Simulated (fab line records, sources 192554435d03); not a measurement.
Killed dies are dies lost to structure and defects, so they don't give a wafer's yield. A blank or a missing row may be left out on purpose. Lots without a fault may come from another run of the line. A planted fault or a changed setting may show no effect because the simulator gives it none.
fab line records | flow n5_finfet | part 2 of 2: steps 5 to 6 of 6
record lots=20 wafers=60 last_day=18
route steps=1938 shown DUMMY_GATE@235 SD_EPI_N@270 SD_EPI_P@306 ILD0@335 SDB@360
lots that met no fault: from a run of the same line without faults
start_h: hours from the record's first day to the start of the lot's first wafer shown | wait_h: hours since the lot's step before | " the same as in the row above | L1.1+2: a row that stands for several wafers | - no value, or no start given | * or withheld: withheld | < > ~ a bound
route shown NAME@n: a module of which the file shows steps, and the number in the route of the first | usual: mean/standard deviation of fault-free wafers | same: alike in all rows | chamber/n: place in a boat | sites: the reading at each site | _std_site: their standard deviation | _edge_site: outer sites' mean less inner sites' | radius_mm: how far each site lies from the wafer's centre | mask NAME#n: copy n | behind: the tool/chamber that last shaped the wafer | hold: why the lot was held/for how many hours/how that ended | device: the transistor (n, p or np) that didn't switch | end of line: the same wafers' tests at the end of the route | a step without rows: its recipe alone | killed: dies lost to structure and defects at the first sort, not the wafer's yield | map: a wafer's dies, x killed, . not, _ none there
set.NAME: the setting as run; set.NAME@STEP: as run at that earlier step | model.NAME: the simulator's own value behind a step, which no gauge read
steps of the route over a sample of lots; a table a step, a row a wafer
services: from which hour (start_h, from the record's first day; less than 0 if before it) a tool's chamber was out of use, for how many hours, and why
## steps
# step N5_ILD0_LINER_00
# recipe material=SiNx target_thk_a=40 temp_c=400 ald_precursor_family=SiH2I2 ald_co_reactant=N2/H2-plasma pulse_time_s=1 purge_time_s=2 co_reactant_purge_time_s=2 ald_cycles=80 pressure_torr=2
# usual chamber_pressure_Torr=2.000/0.0041 heater_power_w=799/86 precursor_pulse_height_rel=1.001/0.021 susceptor_temp_C=399.99/0.22
# columns lot.wafer tool chamber start_h wait_h chamber_pressure_Torr heater_power_w precursor_pulse_height_rel since_wet_clean_h susceptor_temp_C
L074.2 ald_sin-03 1 60.58 0.0 1.997 797 0.982 53 399.88
L074.3 " 3 " " 2.000 748 1.020 53 399.95
L074.6 " 3 " " 2.001 761 0.978 - 400.27
L076.2 ald_sin-03 3 73.00 0.0 1.997 772 1.008 65 399.98
L076.5 " 0 " " 2.002 933 0.984 - 400.02
L076.6 " 1 " " 2.001 795 1.020 - 399.67
L077.2 ald_sin-04 3 75.18 0.0 1.999 787 1.014 173 399.57
L077.3 " 0 " " 2.000 655 0.982 173 399.88
L077.6 " 3 " " 2.000 802 0.981 - 399.67
L078.2 ald_sin-04 2 81.54 0.0 2.004 759 0.977 179 399.64
L078.3 " 0 " " 1.995 629 1.015 179 399.98
L078.6 " 2 " " 2.000 752 0.974 - 400.01
L079.1 ald_sin-01 1 89.00 0.0 2.003 829 1.013 278 399.96
L079.2 " 3 " " 1.996 916 0.982 278 400.43
L079.5 " 1 " " 2.000 853 0.969 - 399.90
L080.1 ald_sin-04 3 97.79 0.1 1.999 788 0.979 195 399.86
L080.4 " 0 " " 2.005 646 0.994 195 399.54
L080.5 " 3 " " 1.998 796 1.011 - 399.88
L081.3 ald_sin-01 0 101.80 0.1 1.996 691 0.985 291 400.33
L081.4 " 2 " " 1.999 852 1.006 291 400.04
L081.6 " 1 " " 2.004 830 1.015 - 399.87
L082.1 ald_sin-03 0 107.00 0.0 2.006 919 1.010 99 400.29
L082.2 " 3 " " 2.002 759 1.004 99 399.83
L082.4 " 2 " " 2.001 921 0.997 99 399.87
L083.1 ald_sin-01 1 113.98 0.4 1.999 881 0.996 303 400.04
L083.3 " 0 " " 1.997 698 1.010 303 399.69
L083.5 " 0 " " 2.000 683 1.008 - 399.84
L084.3 ald_sin-01 2 116.34 0.5 1.995 880 1.011 306 400.26
L084.4 " 0 " " 1.990 701 0.966 306 399.85
L084.6 " 3 " " 2.004 899 1.026 - 399.70
L085.3 ald_sin-04 2 123.33 0.3 1.999 769 0.997 221 400.13
L085.5 " 0 " " 2.004 657 0.990 - 399.56
L085.6 " 1 " " 2.005 820 0.954 - 399.94
L086.1 ald_sin-04 3 130.84 0.0 1.993 788 1.037 229 400.20
L086.3 " 2 " " 1.998 775 0.978 229 400.20
L086.4 " 1 " " 2.001 804 1.011 229 399.94
L087.3 ald_sin-03 0 135.46 0.3 2.004 963 0.985 128 399.83
L087.4 " 2 " " 2.003 908 1.023 128 399.91
L087.5 " 2 " " 1.999 899 1.023 - 399.70
L090.1 ald_sin-01 0 155.50 0.0 2.003 702 0.996 345 399.76
L090.3 " 1 " " 1.999 848 1.013 345 399.81
L090.5 " 0 " " 2.001 688 1.030 - 399.99
L091.3 ald_sin-04 0 161.63 0.0 2.000 661 1.044 259 400.12
L091.5 " 3 " " 1.991 802 1.009 - 400.19
L091.6 " 0 " " 1.998 649 1.021 - 400.27
L093.2 ald_sin-04 0 174.12 0.0 1.997 640 1.037 272 399.98
L093.4 " 2 " " 1.997 745 1.006 272 399.98
L093.6 " 1 " " 2.003 811 1.019 - 400.16
L094.3 ald_sin-03 2 184.16 1.5 2.001 893 1.008 176 399.94
L094.5 " 0 " " 2.002 953 1.030 - 399.87
L094.6 " 3 " " 2.004 759 0.998 - 399.94
L095.1 ald_sin-04 1 187.13 1.0 2.003 808 1.026 285 400.18
L095.3 " 3 " " 1.995 806 1.016 285 400.12
L095.6 " 0 " " 2.002 645 1.032 - 399.90
L096.1 ald_sin-04 3 191.69 1.4 2.001 790 0.996 289 400.25
L096.4 " 2 " " 1.999 775 1.001 289 400.52
L096.5 " 1 " " 2.006 816 0.986 - 400.04
L097.1 ald_sin-03 1 198.55 0.0 2.004 798 1.031 191 400.29
L097.3 " 3 " " 2.001 761 1.006 191 399.97
L097.6 " 2 " " 1.994 903 1.036 - 400.53
# step N5_SDB_ETCH_17
# recipe chemistry=CF4 target=SiARC target_depth_a=234 mask_material=CAR-ArF time_s=39 ion_energy_ev=80 pressure_mtorr=40 source_w=545 bias_w=36 Ar_flow_sccm=100 cf4_flow_sccm=100 ends=cleared
# usual drypump_motor_current_A=5.8/0.44 etch_rf_on_time_s=38.9/0.54 oes_product_au=0.70/0.083 rf_vpp_V=184.4/1.2 showerhead_plenum_p_Torr=2.16/0.072 throttle_valve_pct=15.51/0.22
# columns lot.wafer tool chamber start_h wait_h drypump_motor_current_A etch_rf_on_time_s oes_product_au rf_hours_counter_h rf_vpp_V showerhead_plenum_p_Torr throttle_valve_pct
L074.2 rie_diel-02 3 67.29 0.0 5.6 39.8 0.60 236 185.7 2.20 15.62
L074.3 " 2 " " 6.2 38.6 0.74 40 186.9 2.25 15.25
L074.6 " 0 " " 5.8 38.9 0.65 - 182.5 2.05 15.52
L076.2 rie_diel-05 2 79.95 0.0 6.5 39.2 0.61 205 183.9 2.22 15.96
L076.5 " 0 " " 5.8 38.4 0.58 - 184.1 2.09 15.82
L076.6 " 2 " " 6.5 39.5 0.61 - 187.0 2.22 15.98
L077.2 rie_diel-04 2 82.03 0.0 5.8 38.2 0.61 208 183.4 2.12 15.75
L077.3 " 3 " " 6.5 38.7 0.65 165 186.4 2.21 15.60
L077.6 " 0 " " 5.2 39.2 0.58 - 184.2 2.12 15.52
L078.2 rie_diel-05 1 88.57 0.0 5.6 39.1 0.78 13 183.8 2.10 15.49
L078.3 " 2 " " 6.6 39.9 0.61 209 184.7 2.22 15.98
L078.6 " 1 " " 5.6 38.3 0.79 - 185.0 2.10 15.48
L079.1 rie_diel-02 3 95.84 0.0 5.7 39.2 0.60 245 184.8 2.19 15.65
L079.2 " 1 " " 5.3 38.7 0.78 23 184.9 2.18 15.38
L079.5 " 3 " " 5.7 39.1 0.60 - 183.8 2.19 15.64
L080.1 rie_diel-05 3 104.75 0.0 5.2 38.3 0.81 10 185.1 2.29 15.47
L080.4 " 2 " " 6.6 39.2 0.61 215 183.8 2.22 15.98
L080.5 " 0 " " 5.7 38.0 0.84 - 184.1 2.09 15.29
L081.3 rie_diel-05 2 113.49 0.0 6.5 39.2 0.60 218 183.1 2.22 16.00
L081.4 " 3 " " 5.2 38.6 0.80 12 185.4 2.29 15.47
L081.6 " 3 " " 5.2 38.3 0.81 - 184.3 2.29 15.48
L082.1 rie_diel-05 3 113.89 0.0 5.2 38.8 0.80 12 186.1 2.29 15.48
L082.2 " 1 " " 5.6 38.2 0.77 22 182.3 2.10 15.50
L082.4 " 2 " " 6.6 39.5 0.60 218 183.6 2.21 16.00
L083.1 rie_diel-02 1 121.51 0.0 5.2 39.0 0.77 33 184.9 2.18 15.41
L083.3 " 0 " " 5.8 39.8 0.63 168 183.1 2.05 15.55
L083.5 " 2 " " 6.2 39.5 0.71 - 185.7 2.25 15.29
L084.3 rie_diel-02 1 123.06 0.0 5.2 38.9 0.77 33 184.3 2.18 15.42
L084.4 " 1 " " 5.3 38.8 0.76 - 185.3 2.18 15.41
L084.6 " 0 " " 5.8 39.2 0.64 - 182.2 2.05 15.56
L085.3 rie_diel-02 2 130.16 0.0 6.2 39.2 0.71 61 185.8 2.24 15.30
L085.5 " 0 " " 5.8 39.2 0.63 - 183.1 2.05 15.57
L085.6 " 2 " " 6.2 39.2 0.72 - 184.9 2.24 15.30
L086.1 rie_diel-02 0 137.89 0.0 5.8 39.8 0.63 175 182.8 2.05 15.58
L086.3 " 1 " " 5.2 38.9 0.76 39 183.5 2.17 15.41
L086.4 " 3 " " 5.7 39.2 0.82 1 185.1 2.19 15.17
L087.3 rie_diel-05 3 142.50 0.0 5.2 38.7 0.78 22 187.4 2.29 15.49
L087.4 " 1 " " 5.6 38.2 0.76 33 183.0 2.10 15.53
L087.5 " 2 " " 6.5 39.6 0.60 - 186.1 2.21 16.02
L090.1 rie_diel-05 1 162.79 0.0 5.7 37.9 0.74 40 183.6 2.09 15.55
L090.3 " 0 " " 5.8 38.3 0.78 21 182.8 2.09 15.34
L090.5 " 2 " " 6.5 39.8 0.59 - 185.7 2.21 16.03
L091.3 rie_diel-02 2 168.46 0.0 6.2 39.4 0.70 75 183.7 2.24 15.32
L091.5 " 1 " " 5.2 39.2 0.74 - 184.7 2.17 15.46
L091.6 " 2 " " 6.2 38.8 0.71 - 185.8 2.24 15.33
L093.2 rie_diel-02 0 180.94 0.0 5.8 40.4 0.61 191 183.4 2.04 15.60
L093.4 " 1 " " 5.3 39.4 0.73 54 184.1 2.17 15.45
L093.6 " 1 " " 5.2 39.7 0.73 - 183.6 2.17 15.44
L094.3 rie_diel-02 1 190.99 0.0 5.3 38.8 0.73 58 185.0 2.17 15.45
L094.5 " 2 " " 6.2 39.1 0.69 - 184.7 2.24 15.34
L094.6 " 1 " " 5.2 39.2 0.73 - 185.3 2.17 15.45
L095.1 rie_diel-04 3 195.08 0.0 6.5 39.3 0.61 208 184.9 2.20 15.66
L095.3 " 2 " " 5.8 38.6 0.59 246 185.4 2.11 15.83
L095.6 " 3 " " 6.5 39.3 0.60 - 184.5 2.20 15.67
L096.1 rie_diel-04 2 198.78 0.0 5.8 38.4 0.60 247 183.4 2.11 15.84
L096.4 " 0 " " 5.2 38.6 0.81 3 183.2 2.11 15.08
L096.5 " 0 " " 5.2 38.8 0.80 - 184.4 2.11 15.08
L097.1 rie_diel-02 3 206.41 0.0 5.7 39.2 0.76 26 184.2 2.18 15.18
L097.3 " 1 " " 5.2 38.8 0.73 65 185.3 2.16 15.48
L097.6 " 0 " " 5.8 39.4 0.62 - 182.5 2.04 15.63
## services
# columns tool chamber start_h hours kind
rie_diel-04 - 24.01 0.4 repair
ald_sin-01 - 25.60 1.3 repair
rie_diel-04 2 26.31 5.6 repair
rie_diel-02 3 63.35 3.5 repair
rie_diel-06 2 64.41 - clean
rie_diel-06 2 64.41 - consumable_replace:focus_ring
rie_diel-06 2 64.41 15.0 scheduled_down
rie_diel-06 2 64.41 15.0 vent_cycle
rie_diel-03 1 77.68 - clean
rie_diel-03 1 77.68 - consumable_replace:focus_ring
rie_diel-06 3 84.92 1.6 repair
ald_sin-01 1 92.58 4.3 repair
rie_diel-02 - 93.56 0.3 repair
ald_sin-04 - 112.99 6.1 pm
rie_diel-02 3 113.81 - clean
rie_diel-03 - 116.21 0.6 repair
rie_diel-03 - 123.78 2.8 pm
rie_diel-06 0 160.21 2.8 repair
rie_diel-04 2 165.46 6.9 repair
ald_sin-01 - 178.05 14.0 pm
rie_diel-03 0 178.59 - clean
rie_diel-03 0 178.59 - consumable_replace:focus_ring
rie_diel-03 0 178.59 26.3 scheduled_down
rie_diel-03 0 178.59 26.3 vent_cycle
